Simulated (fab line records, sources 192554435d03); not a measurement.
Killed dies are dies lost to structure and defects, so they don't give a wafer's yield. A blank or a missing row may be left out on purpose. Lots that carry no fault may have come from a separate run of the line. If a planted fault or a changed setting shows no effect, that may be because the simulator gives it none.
fab line records	flow n5_finfet	part 2 of 2: steps 5 to 6 of 6
record lots=21	wafers=63	last_day=18
route steps=1938 shown HKMG_FIN@401 GATE_CUT@465
lots with no fault: from the same line, run without faults
start_h: hours from the record's first day to the start of the lot's first wafer shown	wait_h: time in hours since the lot's previous step	" same as the row above	L1.1+2: several wafers, shown together as one row	- value missing, or start not given	* or withheld: withheld	< > ~ a bound
route shown NAME@n: a module of which the file shows steps, and the number in the route of the first	usual: the fault-free wafers' mean and standard deviation	same: alike in all rows	chamber/n: place in a boat	sites: readings site by site	_std_site: standard deviation across them	_edge_site: mean of outer sites minus mean of inner sites	radius_mm: for every site, how far away it sits from the centre of the wafer	mask NAME#n: copy n	behind: tool/chamber where the wafer was last shaped	hold: why the lot went on hold/how many hours it stayed there/how the hold came to an end	device: whichever transistor did not switch (one of n, p or np)	end of line: the route-end tests of the same wafers	a step with no rows: only its recipe	killed: the dies lost at the first sort to structure and to defects; this is not the yield of the wafer	map: a wafer's dies, x killed, . not, _ none there
set.NAME: the run value of the setting; set.NAME@STEP: its run value at that earlier step	model.NAME: the simulator's own value behind a step, which no gauge read
one table for each step of the route and one row for each wafer, over a sample of lots
services: the hour from which a tool's chamber was out of use, counted from the record's first day as start_h (under 0 if before that day), plus the number of hours and why
## steps
# step N5_GATE_CUT_ETCH_19
# recipe chemistry=CH3F/O2	target=SiNx	mask_material=SiO2	target_depth_a=537	time_s=76.7	pressure_mtorr=30	source_w=395	bias_w=73	Ar_flow_sccm=150	CH3F_flow_sccm=30	O2_flow_sccm=20	ion_energy_ev=120	ends=cleared
# usual drypump_motor_current_A=5.8/0.36	etch_rf_on_time_s=76.9/1.5	oes_ar_750_au=0.76/0.082	oes_product_au=0.65/0.075	rf_vpp_V=297/6.6	showerhead_plenum_p_Torr=2.02/0.056	throttle_valve_pct=16.3/0.32
lot.wafer	tool	chamber	start_h	wait_h	drypump_motor_current_A	etch_rf_on_time_s	oes_ar_750_au	oes_product_au	rf_hours_counter_h	rf_vpp_V	showerhead_plenum_p_Torr	throttle_valve_pct
L074.4	rie_diel-04	3	86.44	0.0	5.9	78.7	0.71	0.60	-	297	2.07	16.6
L074.5	"	0	"	"	5.6	77.9	0.73	0.61	-	287	2.07	16.5
L074.6	"	1	"	"	6.3	76.3	0.72	0.62	-	309	2.06	16.5
L075.2	rie_diel-05	2	92.66	0.0	5.8	78.7	0.73	0.62	187	290	1.99	16.4
L075.4	"	3	"	"	5.6	79.3	0.70	0.59	-	294	2.01	16.5
L075.6	"	1	"	"	5.2	76.6	0.80	0.66	-	294	2.01	16.1
L076.2	rie_diel-04	1	97.31	0.0	6.3	76.2	0.71	0.61	201	308	2.06	16.5
L076.3	"	3	"	"	5.9	77.5	0.70	0.60	226	298	2.07	16.6
L076.5	"	0	"	"	5.7	77.7	0.72	0.60	-	288	2.07	16.5
L077.1	rie_diel-01	2	103.81	0.0	5.4	78.7	0.71	0.60	220	303	1.99	16.8
L077.2	"	3	"	"	5.7	77.6	0.75	0.64	120	303	1.91	16.1
L077.5	"	2	"	"	5.4	78.4	0.70	0.59	-	301	1.99	16.8
L078.2	rie_diel-04	0	112.99	0.0	5.6	77.1	0.71	0.61	226	287	2.07	16.5
L078.5	"	2	"	"	6.2	73.8	0.93	0.82	-	298	1.95	15.7
L078.6	"	3	"	"	5.9	77.9	0.70	0.60	-	299	2.06	16.6
L080.2	rie_diel-04	3	127.71	0.0	5.9	77.8	0.71	0.60	235	299	2.06	16.6
L080.5	"	3	"	"	5.9	77.8	0.70	0.60	-	299	2.06	16.6
L080.6	"	2	"	"	6.2	73.6	0.92	0.80	-	300	1.95	15.7
L081.2	rie_diel-04	1	132.62	0.0	6.3	75.4	0.70	0.61	210	307	2.06	16.5
L081.4	"	0	"	"	5.6	77.3	0.71	0.61	231	286	2.07	16.5
L081.5	"	2	"	"	6.2	74.6	0.91	0.79	-	298	1.95	15.7
L082.1	rie_diel-01	1	133.64	0.0	5.5	76.4	0.75	0.64	163	301	1.99	16.3
L082.3	"	3	"	"	5.7	78.1	0.75	0.63	129	301	1.91	16.1
L082.5	"	0	"	"	5.3	75.9	0.85	0.73	-	289	2.04	16.3
L083.1	rie_diel-04	2	140.20	0.0	6.2	73.8	0.90	0.79	14	301	1.95	15.7
L083.3	"	0	"	"	5.7	77.0	0.71	0.61	233	289	2.07	16.6
L083.4	"	1	"	"	6.3	75.4	0.71	0.61	212	306	2.06	16.5
L084.2	rie_diel-04	1	143.53	0.0	6.3	76.2	0.70	0.60	213	307	2.06	16.5
L084.4	"	3	"	"	5.9	78.6	0.70	0.59	238	298	2.06	16.6
L084.6	"	1	"	"	6.3	76.2	0.71	0.60	-	307	2.06	16.5
L085.1	rie_diel-04	0	151.56	0.0	5.6	77.2	0.71	0.60	236	289	2.07	16.5
L085.2	"	2	"	"	6.2	75.5	0.90	0.78	16	301	1.95	15.7
L085.6	"	1	"	"	6.3	76.9	0.71	0.59	-	308	2.06	16.5
L086.3	rie_diel-05	2	157.46	0.0	5.8	78.0	0.72	0.61	209	290	1.99	16.4
L086.4	"	1	"	"	5.2	76.0	0.77	0.65	139	294	2.00	16.1
L086.5	"	1	"	"	5.2	76.9	0.77	0.65	-	293	2.00	16.1
L087.3	rie_diel-01	1	161.21	0.0	5.5	76.5	0.75	0.64	171	302	1.99	16.3
L087.4	"	2	"	"	5.4	78.0	0.69	0.59	237	302	1.98	16.9
L087.5	"	1	"	"	5.5	76.8	0.74	0.64	-	303	1.99	16.3
L088.2	rie_diel-04	1	170.44	0.0	6.3	76.1	0.70	0.60	221	308	2.05	16.5
L088.4	"	3	"	"	5.9	79.4	0.69	0.58	245	300	2.06	16.6
L088.5	"	0	"	"	5.6	77.9	0.71	0.60	-	287	2.07	16.6
L089.2	rie_diel-04	0	180.55	0.0	5.6	78.0	0.70	0.59	244	288	2.06	16.6
L089.3	"	2	"	"	6.2	74.4	0.89	0.77	24	299	1.95	15.7
L089.5	"	1	"	"	6.3	76.0	0.70	0.60	-	308	2.05	16.6
L092.1	rie_diel-05	2	192.58	0.0	5.8	78.5	0.71	0.60	216	291	1.98	16.4
L092.2	"	0	"	"	5.4	76.6	0.91	0.77	25	296	2.15	16.3
L092.3	"	1	"	"	5.2	76.9	0.77	0.65	146	291	2.00	16.1
L091.1	rie_diel-04	0	193.43	0.0	5.7	77.9	0.70	0.59	249	287	2.06	16.6
L091.2	"	2	"	"	6.2	74.1	0.87	0.76	29	300	1.95	15.7
L091.3	"	1	"	"	6.2	76.9	0.70	0.58	228	308	2.05	16.6
L093.2	rie_diel-04	0	199.43	0.0	5.7	78.8	0.70	0.58	251	288	2.06	16.6
L093.3	"	2	"	"	6.2	74.6	0.86	0.75	31	302	1.95	15.7
L093.4	"	2	"	"	6.2	74.7	0.86	0.75	-	297	1.95	15.7
L095.2	rie_diel-04	3	219.75	0.0	5.9	77.3	0.93	0.81	5	300	2.05	16.2
L095.3	"	1	"	"	6.3	76.4	0.69	0.59	238	307	2.05	16.6
L095.4	"	2	"	"	6.2	75.4	0.85	0.73	-	301	1.94	15.8
L097.2	rie_diel-01	0	230.07	0.0	5.3	76.6	0.83	0.69	75	287	2.03	16.3
L097.4	"	2	"	"	5.4	78.2	0.68	0.58	-	302	1.98	16.9
L097.5	"	1	"	"	5.5	77.5	0.74	0.63	-	303	1.98	16.3
L096.1	rie_diel-05	3	233.35	0.0	5.6	79.7	0.67	0.57	227	294	1.99	16.6
L096.2	"	2	"	"	5.8	78.0	0.70	0.60	229	291	1.98	16.5
L096.4	"	0	"	"	5.4	77.4	0.88	0.74	39	294	2.14	16.3
# step N5_GATE_CUT_VAPOR_ETCH_49
# recipe chemistry=BCl3/Cl2	target=TiAlC	mode=isotropic
# usual drypump_motor_current_A=5.7/0.5	oes_product_au=0.78/0.1
lot.wafer	tool	chamber	start_h	wait_h	drypump_motor_current_A	oes_product_au
L074.4	rie_metal-03	0	86.74	0.0	4.6	0.83
L074.5	"	1	"	"	5.9	0.72
L074.6	"	0	"	"	4.6	0.83
L075.2	rie_metal-02	0	92.98	0.0	6.1	0.78
L075.4	"	0	"	"	6.1	0.77
L075.6	"	1	"	"	5.6	0.58
L076.2	rie_metal-01	0	97.63	0.0	6.2	0.98
L076.3	"	1	"	"	5.8	0.67
L076.5	"	1	"	"	5.8	0.66
L077.1	rie_metal-02	0	104.34	0.1	6.1	0.76
L077.2	"	0	"	"	6.1	0.77
L077.5	"	0	"	"	6.1	0.77
L078.2	rie_metal-02	0	113.52	0.1	6.1	0.76
L078.5	"	0	"	"	6.1	0.76
L078.6	"	0	"	"	6.1	0.76
L080.2	rie_metal-03	0	128.03	0.0	4.6	0.81
L080.5	"	1	"	"	6.0	0.70
L080.6	"	0	"	"	4.7	0.81
L081.2	rie_metal-03	1	133.16	0.1	5.9	0.70
L081.4	"	1	"	"	5.9	0.71
L081.5	"	1	"	"	5.9	0.70
L082.1	rie_metal-03	1	134.16	0.1	5.9	0.70
L082.3	"	1	"	"	5.9	0.71
L082.5	"	1	"	"	5.8	0.70
L083.1	rie_metal-02	1	140.52	0.0	5.6	0.97
L083.3	"	0	"	"	6.1	0.76
L083.4	"	1	"	"	5.6	0.97
L084.2	rie_metal-02	1	143.85	0.0	5.6	0.97
L084.4	"	0	"	"	6.1	0.76
L084.6	"	1	"	"	5.6	0.96
L085.1	rie_metal-02	1	151.87	0.0	5.6	0.95
L085.2	"	0	"	"	6.1	0.75
L085.6	"	1	"	"	5.6	0.96
L086.3	rie_metal-01	0	157.79	0.0	6.2	0.92
L086.4	"	1	"	"	5.8	0.65
L086.5	"	1	"	"	5.8	0.65
L087.3	rie_metal-01	1	161.54	0.0	5.8	0.65
L087.4	"	0	"	"	6.1	0.92
L087.5	"	1	"	"	5.8	0.65
L088.2	rie_metal-02	0	170.76	0.0	6.1	0.75
L088.4	"	0	"	"	6.1	0.76
L088.5	"	0	"	"	6.1	0.75
L089.2	rie_metal-01	1	180.87	0.0	5.8	0.65
L089.3	"	1	"	"	5.8	0.65
L089.5	"	1	"	"	5.8	0.65
L092.1	rie_metal-03	1	192.90	0.0	5.9	0.69
L092.2	"	0	"	"	4.6	0.80
L092.3	"	1	"	"	5.9	0.69
L091.1	rie_metal-03	0	193.79	0.0	4.6	0.80
L091.2	"	1	"	"	5.9	0.69
L091.3	"	0	"	"	4.6	0.80
L093.2	rie_metal-03	1	199.75	0.0	6.0	0.69
L093.3	"	1	"	"	5.9	0.69
L093.4	"	0	"	"	4.6	0.80
L095.2	rie_metal-02	0	220.07	0.0	6.1	0.74
L095.3	"	1	"	"	5.6	0.91
L095.4	"	0	"	"	6.1	0.74
L097.2	rie_metal-02	1	230.39	0.0	5.6	0.91
L097.4	"	0	"	"	6.1	0.74
L097.5	"	1	"	"	5.6	0.91
L096.1	rie_metal-03	1	233.67	0.0	5.9	0.69
L096.2	"	0	"	"	4.6	0.79
L096.4	"	0	"	"	4.6	0.80
## services
tool	chamber	start_h	hours	kind
rie_diel-02	0	53.04	14.0	repair
rie_diel-02	-	63.34	4.1	repair
rie_diel-04	2	75.40	-	clean
rie_diel-04	2	75.40	-	consumable_replace:focus_ring
rie_diel-01	0	83.15	5.0	repair
rie_diel-01	0	97.10	6.9	repair
rie_diel-06	-	100.57	14.6	pm
rie_diel-06	0	131.05	5.5	repair
rie_metal-03	0	132.05	12.0	repair
rie_diel-05	1	141.67	9.0	repair
rie_diel-06	0	162.38	3.7	repair
rie_diel-02	1	162.82	3.1	repair
rie_diel-04	3	184.80	-	clean
rie_diel-04	3	184.80	-	consumable_replace:focus_ring
rie_diel-04	3	184.80	21.8	scheduled_down
rie_diel-04	3	184.80	21.8	vent_cycle
rie_diel-05	3	190.29	7.9	repair
rie_diel-01	1	194.00	11.3	repair
rie_metal-01	-	195.05	14.6	pm
rie_diel-01	0	197.51	3.7	repair
rie_diel-04	0	206.61	-	clean
rie_diel-04	0	206.61	-	consumable_replace:focus_ring
rie_metal-01	-	210.27	0.7	repair
rie_diel-01	3	226.04	5.8	repair
